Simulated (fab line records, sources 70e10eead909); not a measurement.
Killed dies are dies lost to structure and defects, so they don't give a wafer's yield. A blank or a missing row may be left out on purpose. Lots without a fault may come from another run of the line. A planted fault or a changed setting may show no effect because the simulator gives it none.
Which tool did it? | flow nand_harc | 22 lots, 66 wafers sampled, at 5 steps of a route of 1302

WHAT THE GAUGES READ, wafer by wafer
NHARC_A_CONTACT_INSPECT_44. Usual: raw_defect_count 77, standard deviation 38.
lot  | measured     | on                | raw_defect_count | flag
L074 | day 21 03:12 | defect_inspect-02 | 63 71 74         |
L076 | day 22 03:26 | defect_inspect-02 | 19 20 13         |
L075 | day 22 03:08 | defect_inspect-02 | 168 149 155      |
L077 | day 22 15:46 | defect_inspect-01 | 96 107 93        |
L078 | day 23 02:02 | defect_inspect-02 | 54 58 50         |
L079 | day 24 00:29 | defect_inspect-01 | 91 75 100        |
L080 | day 24 04:26 | defect_inspect-02 | 122 100 126      |
L081 | day 24 19:34 | defect_inspect-01 | 61 62 73         |
L083 | day 25 12:22 | defect_inspect-02 | 141 138 142      |
L086 | day 26 05:14 | defect_inspect-02 | 16 14 13         |
L085 | day 25 21:17 | defect_inspect-02 | 93 88 97         |
L084 | day 25 21:05 | defect_inspect-01 | 49 70 58         |
L087 | day 26 18:43 | defect_inspect-02 | 93 102 71        |
L088 | day 27 08:13 | defect_inspect-01 | 83 91 95         |
L089 | day 27 15:20 | defect_inspect-02 | 99 88 95         |
L090 | day 27 18:16 | defect_inspect-02 | 25 28 20         |
L092 | day 29 08:11 | defect_inspect-02 | 86 82 75         |
L091 | day 29 07:04 | defect_inspect-02 | 116 115 110      |
L093 | day 29 17:20 | defect_inspect-02 | 33 33 24         |
L095 | day 30 13:05 | defect_inspect-02 | 12 15 17         |
L096 | day 31 04:11 | defect_inspect-01 | 60 53 50         |
L097 | day 31 01:28 | defect_inspect-02 | 107 90 91        |

WHICH TOOL RAN EACH LOT (tool, then ch and the chambers of the sampled wafers, then the start)
lot  | NHARC_A_STAIRCASE_HM_OPEN_463                 | NHARC_A_SGD_CUT_ETCH_58            | NHARC_A_SLIT_ETCH_24               | NHARC_A_WL_FILL_ETCHBACK_05
L074 | rie_diel-04 ch 0,1, day 18 18:08 or earlier   | rie_diel-09 ch 0,2,3, day 18 18:08 | rie_diel-05 ch 0,2, day 19 10:30   | rie_metal-03 ch 0,1, day 20 03:32
L076 | rie_diel-01 ch 0,3, day 19 21:43 or earlier   | rie_diel-11 ch 0,3, day 19 21:43   | rie_diel-05 ch 0,3, day 20 13:46   | rie_metal-03 ch 0,1, day 21 06:49
L075 | rie_diel-01 ch 2,3, day 19 21:24 or earlier   | rie_diel-09 ch 0,2, day 19 21:24   | rie_diel-03 ch 0,1,2, day 20 12:50 | rie_metal-01 ch 0,1, day 21 03:16
L077 | rie_diel-04 ch 0,1,3, day 20 10:13 or earlier | rie_diel-11 ch 1,2, day 20 10:13   | rie_diel-05 ch 1,3, day 20 22:48   | rie_metal-01 ch 1, day 21 16:11
L078 | rie_diel-01 ch 0,3, day 20 20:28 or earlier   | rie_diel-09 ch 1,2,3, day 20 20:28 | rie_diel-02 ch 0,2,3, day 21 11:38 | rie_metal-03 ch 0,1, day 22 02:14
L079 | rie_diel-04 ch 0,1,2, day 21 15:37 or earlier | rie_diel-10 ch 2,3, day 21 15:37   | rie_diel-05 ch 0,2,3, day 22 04:16 | rie_metal-01 ch 0, day 23 01:41
L080 | rie_diel-04 ch 0,2, day 21 21:21 or earlier   | rie_diel-10 ch 2,3, day 21 21:21   | rie_diel-03 ch 2,3, day 22 09:23   | rie_metal-03 ch 0,1, day 23 04:26
L081 | rie_diel-01 ch 2,3, day 22 12:22 or earlier   | rie_diel-11 ch 0,3, day 22 12:22   | rie_diel-03 ch 0,1,3, day 23 01:37 | rie_metal-01 ch 1, day 23 16:02
L083 | rie_diel-01 ch 0,1,2, day 23 08:46 or earlier | rie_diel-10 ch 0,2, day 23 08:46   | rie_diel-05 ch 0,3, day 23 20:16   | rie_metal-01 ch 0,1, day 24 10:43
L086 | rie_diel-07 ch 0,1,3, day 23 23:07 or earlier | rie_diel-09 ch 0,1,3, day 23 23:07 | rie_diel-02 ch 0,2,3, day 24 11:59 | rie_metal-03 ch 0,1, day 25 03:33
L085 | rie_diel-04 ch 1,2,3, day 23 20:29 or earlier | rie_diel-10 ch 1,2,3, day 23 20:29 | rie_diel-02 ch 0,1,2, day 24 09:19 | rie_metal-03 ch 0,1, day 24 22:49
L084 | rie_diel-04 ch 1,2,3, day 23 20:53 or earlier | rie_diel-11 ch 0,1,2, day 23 20:53 | rie_diel-05 ch 0,1,3, day 24 08:16 | rie_metal-02 ch 0,1, day 24 22:44
L087 | rie_diel-07 ch 0,1, day 24 15:35 or earlier   | rie_diel-10 ch 1,2,3, day 24 15:35 | rie_diel-05 ch 0,1, day 25 04:53   | rie_metal-02 ch 0,1, day 25 19:20
L088 | rie_diel-07 ch 0,2,3, day 25 03:35 or earlier | rie_diel-10 ch 0,1,2, day 25 03:35 | rie_diel-03 ch 1,2, day 25 18:11   | rie_metal-02 ch 0,1, day 26 09:15
L089 | rie_diel-01 ch 0,2,3, day 25 11:40 or earlier | rie_diel-10 ch 1,2,3, day 25 11:40 | rie_diel-02 ch 0,1,3, day 26 01:09 | rie_metal-03 ch 0,1, day 26 15:40
L090 | rie_diel-01 ch 1,2,3, day 25 14:44 or earlier | rie_diel-11 ch 1,3, day 25 14:44   | rie_diel-05 ch 0,2, day 26 02:47   | rie_metal-02 ch 0,1, day 26 18:35
L092 | rie_diel-01 ch 0,1,2, day 27 02:40 or earlier | rie_diel-09 ch 0,2,3, day 27 02:40 | rie_diel-02 ch 1,2,3, day 27 14:29 | rie_metal-01 ch 0,1, day 28 08:26
L091 | rie_diel-01 ch 1,3, day 27 02:32 or earlier   | rie_diel-11 ch 1,3, day 27 02:32   | rie_diel-05 ch 0,2, day 27 14:39   | rie_metal-03 ch 0, day 28 08:50
L093 | rie_diel-01 ch 0,1, day 27 14:10 or earlier   | rie_diel-11 ch 0,1,2, day 27 14:10 | rie_diel-02 ch 1,3, day 28 02:15   | rie_metal-03 ch 1, day 28 18:52
L095 | rie_diel-07 ch 1,2,3, day 28 12:31 or earlier | rie_diel-11 ch 0,1, day 28 12:31   | rie_diel-03 ch 2,3, day 29 00:10   | rie_metal-01 ch 1, day 29 14:34
L096 | rie_diel-07 ch 1,2,3, day 28 20:46 or earlier | rie_diel-10 ch 1,2, day 28 20:46   | rie_diel-05 ch 0,2,3, day 29 12:04 | rie_metal-02 ch 0,1, day 30 03:23
L097 | rie_diel-01 ch 0,1,3, day 28 20:30 or earlier | rie_diel-11 ch 1,3, day 28 20:30   | rie_diel-03 ch 2,3, day 29 12:39   | rie_metal-01 ch 0,1, day 30 03:14
- NHARC_A_STAIRCASE_HM_OPEN_463: chemistry O2/COS.
- NHARC_A_SGD_CUT_ETCH_58: etches the open film in CF4, target depth 39 nm, time 65 s.
- NHARC_A_SLIT_ETCH_24: etches the open film in CF4/CHF3, target depth 121 nm, time 60.5 s.
- NHARC_A_WL_FILL_ETCHBACK_05: etches the open film in Cl2/BCl3, target depth 22 nm, time 60 s.

WHAT THE TOOLS THEMSELVES READ (means of the sampled wafers that have a number; where no wafer has one, the mark that the record gives instead)
NHARC_A_STAIRCASE_HM_OPEN_463. Usual: drypump_motor_current_A 5.8 A, standard deviation 0.36; oes_product_au 1.003 a.u., standard deviation 0.011; rf_vpp_V 467.7 V, standard deviation 2.7; showerhead_plenum_p_Torr 3.14 Torr, standard deviation 0.13; throttle_valve_pct 28.331 %, standard deviation 0.0081.
lot  | tool        | drypump_motor_current_A (A) | oes_product_au (a.u.) | rf_vpp_V (V) | showerhead_plenum_p_Torr (Torr) | throttle_valve_pct (%) | flag
L074 | rie_diel-04 | 5.7                         | 1.000                 | 471.1        | 3.30                            | 28.336                 |
L076 | rie_diel-01 | 6.1                         | 1.008                 | 466.5        | 3.09                            | 28.334                 |
L075 | rie_diel-01 | 6.1                         | 1.009                 | 466.7        | 3.12                            | 28.334                 |
L077 | rie_diel-04 | 5.6                         | 1.007                 | 469.3        | 3.25                            | 28.333                 |
L078 | rie_diel-01 | 5.9                         | 1.015                 | 466.2        | 3.05                            | 28.329                 |
L079 | rie_diel-04 | 5.7                         | 0.998                 | 469.9        | 3.25                            | 28.327                 |
L080 | rie_diel-04 | 5.7                         | 0.991                 | 468.8        | 3.21                            | 28.330                 |
L081 | rie_diel-01 | 6.1                         | 1.010                 | 467.2        | 3.11                            | 28.337                 |
L083 | rie_diel-01 | 5.9                         | 1.006                 | 464.2        | 3.01                            | 28.340                 |
L086 | rie_diel-07 | 5.5                         | 1.005                 | 470.7        | 3.28                            | 28.322                 |
L085 | rie_diel-04 | 5.6                         | 1.004                 | 469.0        | 3.19                            | 28.333                 |
L084 | rie_diel-04 | 5.6                         | 1.005                 | 468.1        | 3.19                            | 28.335                 |
L087 | rie_diel-07 | 5.6                         | 1.011                 | 470.6        | 3.28                            | 28.321                 |
L088 | rie_diel-07 | 5.3                         | 0.993                 | 467.6        | 3.17                            | 28.334                 |
L089 | rie_diel-01 | 5.9                         | 1.010                 | 466.2        | 3.07                            | 28.330                 |
L090 | rie_diel-01 | 6.1                         | 0.997                 | 465.7        | 3.03                            | 28.330                 |
L092 | rie_diel-01 | 5.9                         | 1.006                 | 468.3        | 3.16                            | 28.339                 |
L091 | rie_diel-01 | 6.3                         | 1.001                 | 470.5        | 3.28                            | 28.335                 |
L093 | rie_diel-01 | 5.9                         | 1.008                 | 466.1        | 3.12                            | 28.334                 |
L095 | rie_diel-07 | 5.5                         | 1.000                 | 468.6        | 3.19                            | 28.337                 |
L096 | rie_diel-07 | 5.5                         | 1.001                 | 468.9        | 3.19                            | 28.335                 |
L097 | rie_diel-01 | 6.1                         | 1.010                 | 467.9        | 3.15                            | 28.321                 |

NHARC_A_SGD_CUT_ETCH_58. Usual: drypump_motor_current_A 5.61 A, standard deviation 0.28; oes_product_au 1.002 a.u., standard deviation 0.0099; rf_vpp_V 151.0 V, standard deviation 1.2; showerhead_plenum_p_Torr 1.75 Torr, standard deviation 0.061; throttle_valve_pct 13.284 %, standard deviation 0.0093.
lot  | tool        | drypump_motor_current_A (A) | oes_product_au (a.u.) | rf_vpp_V (V) | showerhead_plenum_p_Torr (Torr) | throttle_valve_pct (%) | flag
L074 | rie_diel-09 | 5.77                        | 0.999                 | 151.1        | 1.80                            | 13.281                 |
L076 | rie_diel-11 | 5.76                        | 1.001                 | 150.2        | 1.72                            | 13.282                 |
L075 | rie_diel-09 | 5.59                        | 1.012                 | 151.0        | 1.79                            | 13.288                 |
L077 | rie_diel-11 | 5.48                        | 1.013                 | 152.4        | 1.82                            | 13.286                 |
L078 | rie_diel-09 | 5.82                        | 1.005                 | 150.3        | 1.75                            | 13.288                 |
L079 | rie_diel-10 | 5.61                        | 0.998                 | 150.8        | 1.73                            | 13.281                 |
L080 | rie_diel-10 | 5.69                        | 1.003                 | 151.1        | 1.73                            | 13.291                 |
L081 | rie_diel-11 | 5.90                        | 0.981                 | 149.9        | 1.69                            | 13.286                 |
L083 | rie_diel-10 | 5.49                        | 1.005                 | 150.7        | 1.76                            | 13.290                 |
L086 | rie_diel-09 | 5.61                        | 1.007                 | 150.6        | 1.76                            | 13.286                 |
L085 | rie_diel-10 | 5.47                        | 1.004                 | 150.2        | 1.71                            | 13.280                 |
L084 | rie_diel-11 | 5.49                        | 0.997                 | 151.5        | 1.78                            | 13.284                 |
L087 | rie_diel-10 | 5.47                        | 1.002                 | 151.1        | 1.71                            | 13.279                 |
L088 | rie_diel-10 | 5.30                        | 1.006                 | 151.8        | 1.75                            | 13.285                 |
L089 | rie_diel-10 | 5.46                        | 1.005                 | 150.2        | 1.71                            | 13.292                 |
L090 | rie_diel-11 | 5.73                        | 1.014                 | 150.9        | 1.80                            | 13.277                 |
L092 | rie_diel-09 | 5.78                        | 1.004                 | 152.9        | 1.80                            | 13.286                 |
L091 | rie_diel-11 | 5.88                        | 0.996                 | 150.6        | 1.73                            | 13.287                 |
L093 | rie_diel-11 | 5.47                        | 1.008                 | 151.5        | 1.77                            | 13.291                 |
L095 | rie_diel-11 | 5.58                        | 0.992                 | 151.2        | 1.77                            | 13.276                 |
L096 | rie_diel-10 | 5.24                        | 1.011                 | 149.6        | 1.70                            | 13.287                 |
L097 | rie_diel-11 | 5.73                        | 0.993                 | 151.2        | 1.80                            | 13.284                 |

NHARC_A_SLIT_ETCH_24. Usual: drypump_motor_current_A 5.6 A, standard deviation 0.39; oes_product_au 0.959 a.u., standard deviation 0.019; rf_vpp_V 371.1 V, standard deviation 2.2; showerhead_plenum_p_Torr 1.59 Torr, standard deviation 0.06; throttle_valve_pct 16.802 %, standard deviation 0.01.
lot  | tool        | drypump_motor_current_A (A) | oes_product_au (a.u.) | rf_vpp_V (V) | showerhead_plenum_p_Torr (Torr) | throttle_valve_pct (%) | flag
L074 | rie_diel-05 | 5.4                         | 0.941                 | 372.5        | 1.62                            | 16.789                 |
L076 | rie_diel-05 | 5.5                         | 0.928                 | 372.2        | 1.65                            | 16.793                 |
L075 | rie_diel-03 | 5.8                         | 0.968                 | 371.0        | 1.58                            | 16.794                 |
L077 | rie_diel-05 | 5.9                         | 0.968                 | 372.0        | 1.62                            | 16.805                 |
L078 | rie_diel-02 | 5.3                         | 0.973                 | 368.7        | 1.54                            | 16.799                 |
L079 | rie_diel-05 | 5.7                         | 0.963                 | 371.6        | 1.60                            | 16.805                 |
L080 | rie_diel-03 | 6.0                         | 0.969                 | 371.4        | 1.59                            | 16.806                 |
L081 | rie_diel-03 | 5.5                         | 0.955                 | 371.0        | 1.58                            | 16.807                 |
L083 | rie_diel-05 | 5.5                         | 0.955                 | 373.1        | 1.65                            | 16.795                 |
L086 | rie_diel-02 | 5.3                         | 0.968                 | 369.1        | 1.53                            | 16.790                 |
L085 | rie_diel-02 | 5.5                         | 0.928                 | 369.5        | 1.54                            | 16.810                 |
L084 | rie_diel-05 | 5.7                         | 0.971                 | 373.0        | 1.64                            | 16.808                 |
L087 | rie_diel-05 | 5.3                         | 0.958                 | 373.2        | 1.64                            | 16.797                 |
L088 | rie_diel-03 | 6.1                         | 0.933                 | 369.1        | 1.53                            | 16.809                 |
L089 | rie_diel-02 | 5.5                         | 0.960                 | 370.5        | 1.57                            | 16.802                 |
L090 | rie_diel-05 | 5.3                         | 0.963                 | 372.2        | 1.62                            | 16.799                 |
L092 | rie_diel-02 | 5.4                         | 0.960                 | 370.5        | 1.58                            | 16.800                 |
L091 | rie_diel-05 | 5.4                         | 0.969                 | 372.5        | 1.61                            | 16.803                 |
L093 | rie_diel-02 | 5.5                         | 0.973                 | 372.5        | 1.62                            | 16.798                 |
L095 | rie_diel-03 | 6.0                         | 0.958                 | 372.0        | 1.59                            | 16.806                 |
L096 | rie_diel-05 | 5.7                         | 0.967                 | 371.2        | 1.60                            | 16.800                 |
L097 | rie_diel-03 | 5.6                         | 0.962                 | 370.7        | 1.59                            | 16.806                 |

NHARC_A_WL_FILL_ETCHBACK_05. Usual: drypump_motor_current_A 5.7 A, standard deviation 0.54; oes_product_au 1.002 a.u., standard deviation 0.0099.
lot  | tool         | drypump_motor_current_A (A) | oes_product_au (a.u.) | flag
L074 | rie_metal-03 | 5.4                         | 1.007                 |
L076 | rie_metal-03 | 5.5                         | 1.005                 |
L075 | rie_metal-01 | 6.3                         | 1.000                 |
L077 | rie_metal-01 | 6.1                         | 1.008                 |
L078 | rie_metal-03 | 5.2                         | 1.013                 |
L079 | rie_metal-01 | 6.4                         | 0.994                 |
L080 | rie_metal-03 | 5.2                         | 1.002                 |
L081 | rie_metal-01 | 6.1                         | 1.008                 |
L083 | rie_metal-01 | 6.3                         | 0.997                 |
L086 | rie_metal-03 | 5.2                         | 0.999                 |
L085 | rie_metal-03 | 5.2                         | 0.998                 |
L084 | rie_metal-02 | 5.5                         | 1.014                 |
L087 | rie_metal-02 | 5.9                         | 0.999                 |
L088 | rie_metal-02 | 5.9                         | 1.002                 |
L089 | rie_metal-03 | 5.2                         | 0.989                 |
L090 | rie_metal-02 | 5.5                         | 1.000                 |
L092 | rie_metal-01 | 6.3                         | 1.011                 |
L091 | rie_metal-03 | 5.7                         | 0.991                 |
L093 | rie_metal-03 | 5.0                         | 0.991                 |
L095 | rie_metal-01 | 6.0                         | 1.016                 |
L096 | rie_metal-02 | 5.9                         | 0.995                 |
L097 | rie_metal-01 | 6.3                         | 1.010                 |

THE ANSWER, worked out from the rows above alone
Rule: a lot is off if the mean of its wafers that have a number lies more than 3 standard deviations from the usual mean. A lot without any number at a reading at which 4 lots or more have one is off too. The other lots that the step has rows for count as sound. The gauges are gone through in route order, then the tools' own readings, and for those a lot's mean is taken as printed above. The first step at which some lot is off is used, and at that step the reading that is off furthest; a lot without a number counts as furthest.
No lot is off at any reading shown: from this, nothing can be told.

WHAT THE SIMULATOR HAD PUT IN
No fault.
